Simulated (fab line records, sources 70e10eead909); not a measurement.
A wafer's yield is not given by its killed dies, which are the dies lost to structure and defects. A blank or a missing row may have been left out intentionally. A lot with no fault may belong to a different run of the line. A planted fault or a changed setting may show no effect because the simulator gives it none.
Chamber matching | flow nand-harc | rie-diel-02 running NHARC_P_CONTACT_DESCUM_17: 4 sister chambers
The step chemistry O2, time 3 s. 8 wafers are shown with their chamber, then 8 later ones without.

## WAFERS, EACH WITH ITS CHAMBER
wafer  | chamber | drypump-motor-current-A (A) | oes-product-au (a.u.)
L080.4 | 0       | 6.0                         | 0.981
L086.2 | 1       | 5.7                         | 0.999
L086.4 | 2       | 6.3                         | 1.011
L086.6 | 3       | 5.7                         | 0.994
L091.2 | 2       | 6.3                         | 1.010
L091.3 | 1       | 5.8                         | 0.993
L091.6 | 3       | 5.7                         | 1.005
L092.1 | 0       | 6.0                         | 0.995

## WAFERS WHOSE CHAMBER IS MISSING
wafer  | drypump-motor-current-A (A) | oes-product-au (a.u.)
L092.3 | 6.4                         | 1.027
L092.5 | 5.7                         | 1.015
L096.4 | 5.8                         | 1.000
L096.5 | 6.0                         | 1.004
L096.6 | 5.8                         | 0.996
L097.1 | 6.3                         | 1.013
L097.3 | 5.7                         | 1.004
L097.4 | 6.0                         | 0.999

## CHAMBER TAKEN BY EACH
wafer  | from the rows above     | in truth
L092.3 | 2                       | 2
L092.5 | can't be placed: 3 or 1 | 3
L096.4 | can't be placed: 1 or 3 | 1
L096.5 | 0                       | 0
L096.6 | can't be placed: 1 or 3 | 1
L097.1 | 2                       | 2
L097.3 | can't be placed: 3 or 1 | 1
L097.4 | 0                       | 0
Correctly placed: 4 of 8. Cannot be placed on the basis of these rows: 4; the candidates contain the true chamber in 4. Number placed wrongly: 0.
How it was worked out, from the rows above alone: a wafer's distance from a chamber is the root of the sum, over the readings, of the square of ((its reading less the chamber's mean) divided by the reading's scatter). The wafer belongs to the nearest chamber; if the next one is less than 2 further off, it can't be placed. For every chamber, the mean is computed from those of its wafers that are shown. The scatter: take each reading less its chamber's mean, square it, sum over the shown wafers, divide by the number of wafers less the number of chambers, and take the root.
